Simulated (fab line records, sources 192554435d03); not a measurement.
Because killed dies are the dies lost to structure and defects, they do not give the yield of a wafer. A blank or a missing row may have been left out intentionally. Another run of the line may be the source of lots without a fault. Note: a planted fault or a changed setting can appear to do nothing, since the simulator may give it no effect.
Comparing a struck lot with a sound one + flow n5-finfet + 38 steps out of a route of 1938
Sound: these wafers, L456.3, L456.5, L456.6. Struck: wafer L467.2 (left out: L467.1, a lot-mate that was not struck); the cause follows at the end.
At each step with rows: each side's tool, then ch and its chambers, then its first start. Under that, the readings that differ: sound wafers + struck wafers + difference of the means + sigmas: that difference in standard deviations of wafers without a fault.
alike: same words and numbers on both sides, and readings whose means sit less than 2 such deviations apart. not compared: any withheld reading, any reading some wafer has no value for, any bound like >300 that may hide the same value, and any number with overlapping values for which the record gives no deviation.
Wherever a step has rows on one side only, a row that says differs or no value, or a row with sigmas, the two part there. Numbers that have no deviation but don't overlap get no sigmas and don't part them. A reading that every wafer of one side lacks parts them only if that side has two wafers or more.

first, 12 steps without rows for these wafers: N5_SDB_ETCH_18 (etches SOC in N2/H2, target depth 100 nm, overetch 20 nm, time 150 s); N5_SDB_STRIP_19 (strips in N2/H2); N5_SDB_STRIP_21 (strips in CF4); N5_SDB_HM_OPEN_20 (chemistry CH3F/O2, target SiNx, stops on poly-Si, target depth 24 nm); N5_SDB_STRIP_22 (strips in N2/H2); N5_SDB_PRECLEAN_23 (cleans in dHF, time 30 s); N5_SDB_DUMMY_REMOVE_24 (chemistry TMAH, target poly-Si, stops on SiO2, target depth 142 nm, time 57 s, rinse time 30 s); N5_SDB_ETCH_25 (etches SiO2 in C4F6/O2, target depth 10 nm, time 3.3 s); N5_SDB_CUT_ETCH_26 (etches Si in HBr/Cl2/O2, target depth 129.6 nm, bt time 20 s, time 51.8 s); N5_SDB_PRECLEAN_38 (cleans in dHF, time 10 s); N5_SDB_PRECLEAN_39 (cleans in O3/DIW, time 45 s); N5_SDB_SRD_28 (time 30 s).
N5_SDB_ALD_29: deposits SiNx, target thk 30 nm, pulse time 1 s, ald cycles 600.
  sound on ald-sin-02 ch 0,3, day 4 23:40; struck on ald-sin-02 ch 1, day 7 17:49
| reading                              | sound        | struck | difference | sigmas |
|--------------------------------------|--------------|--------|------------|--------|
| ald-cycles                           | 600 600 600  | 493    | -107       |        |
| model.SiNx_of_SDB_ALD_29.thk-nm (nm) | 30 29.8 30.2 | 24.8   | -5.2       |        |
  alike: heater-power-w, precursor-pulse-height-rel
then, 23 steps without rows for these wafers: N5_SDB_CMP_30 (polishes, stops on poly-Si, t overpolish 1.54 s, target thk 30 nm); N5_DUMMY_REMOVAL_HM_STRIP_01 (strips SiNx in CH3F/O2, stops on poly-Si, target depth 4 nm, time 6.8 s); N5_DUMMY_REMOVAL_STRIP_10 (strips in N2/H2, time 40 s); N5_DUMMY_REMOVAL_PRECLEAN_07 (cleans in dHF, time 30 s); N5_DUMMY_REMOVAL_DUMMY_REMOVE_02 (chemistry TMAH, target poly-Si, stops on SiO2, target depth 142 nm, time 57 s, rinse time 30 s); N5_DUMMY_REMOVAL_PRECLEAN_08 (cleans in NF3:NH3, afs cycles 2, time 20 s, sublimation time 60 s); N5_DUMMY_REMOVAL_PRECLEAN_04 (cleans in DHF, time 37 s); N5_DUMMY_REMOVAL_SRD_05 (time 30 s); N5_HKMG_FIN_IL_REGROW_00 (material SiO2, chemistry O3, target thk 0.75 nm, time 30 s); N5_HKMG_FIN_HK_ALD_01 (deposits HfO2, target thk 1.6 nm, pulse time 3 s, purge time 3 s); N5_HKMG_FIN_HK_ANNEAL_02 (time 30 s); N5_HKMG_FIN_ALD_74 (deposits La2O3, target thk 0.5 nm, pulse time 6 s, co reactant pulse time 1 s); N5_HKMG_FIN_ALD_75 (deposits Al2O3, target thk 1 nm, co reactant pulse time 1 s); N5_HKMG_FIN_COAT_41 (time 60 s, resist thk 300 nm); N5_HKMG_FIN_COAT_42 (time 60 s, resist thk 35 nm); N5_HKMG_FIN_COAT_43 (resist thk 90 nm); N5_HKMG_FIN_EBR_45; N5_HKMG_FIN_SOFTBAKE_44 (time 60 s); N5_HKMG_FIN_EXPOSE_46 (exposes mask NDIPOLE); N5_HKMG_FIN_PEB_47 (peb time 60 s); N5_HKMG_FIN_DEVELOP_48 (develop time 30 s); N5_HKMG_FIN_DESCUM_53 (chemistry O2, time 7.9 s); N5_HKMG_FIN_ETCH_54 (etches SiARC in CF4, target depth 45.5 nm, time 75.8 s).
N5_GATE_CUT_ETCH_58: etches SiNx in CH3F/O2, target depth 17 nm, time 128.6 s.
  sound on rie-diel-03 ch 2,3, day 5 13:01; struck on rie-diel-03 ch 2, day 8 06:38
| reading                              | sound          | struck | difference | sigmas |
|--------------------------------------|----------------|--------|------------|--------|
| model.SiNx_of_SDB_ALD_29.thk-nm (nm) | 24.6 24.4 24.8 | 20.4   | -4.2       |        |
  alike: drypump-motor-current-A, oes-product-au, rf-vpp-V, showerhead-plenum-p-Torr, throttle-valve-pct
  not compared: rf-hours-counter-h
-- record jumps: 3 days separate the struck wafers' starts on either side; left off in module GATE_CUT, taken up again in module BEOL_M4, whose first shown step is the route's number 1111 --
N5_BEOL_M4_RC_MEAS_101:
  sound on prober-02 ch 0, day 9 01:12; struck on prober-01 ch 0, day 11 15:01
  alike: DIBL_N, DIBL_P, IOFF_N, IOFF_P, ION_N, ION_P, SS_N, SS_P, VT_N, VT_P

## WHERE THEY PART
Nowhere in this record.

WHY: the cause the simulator had injected
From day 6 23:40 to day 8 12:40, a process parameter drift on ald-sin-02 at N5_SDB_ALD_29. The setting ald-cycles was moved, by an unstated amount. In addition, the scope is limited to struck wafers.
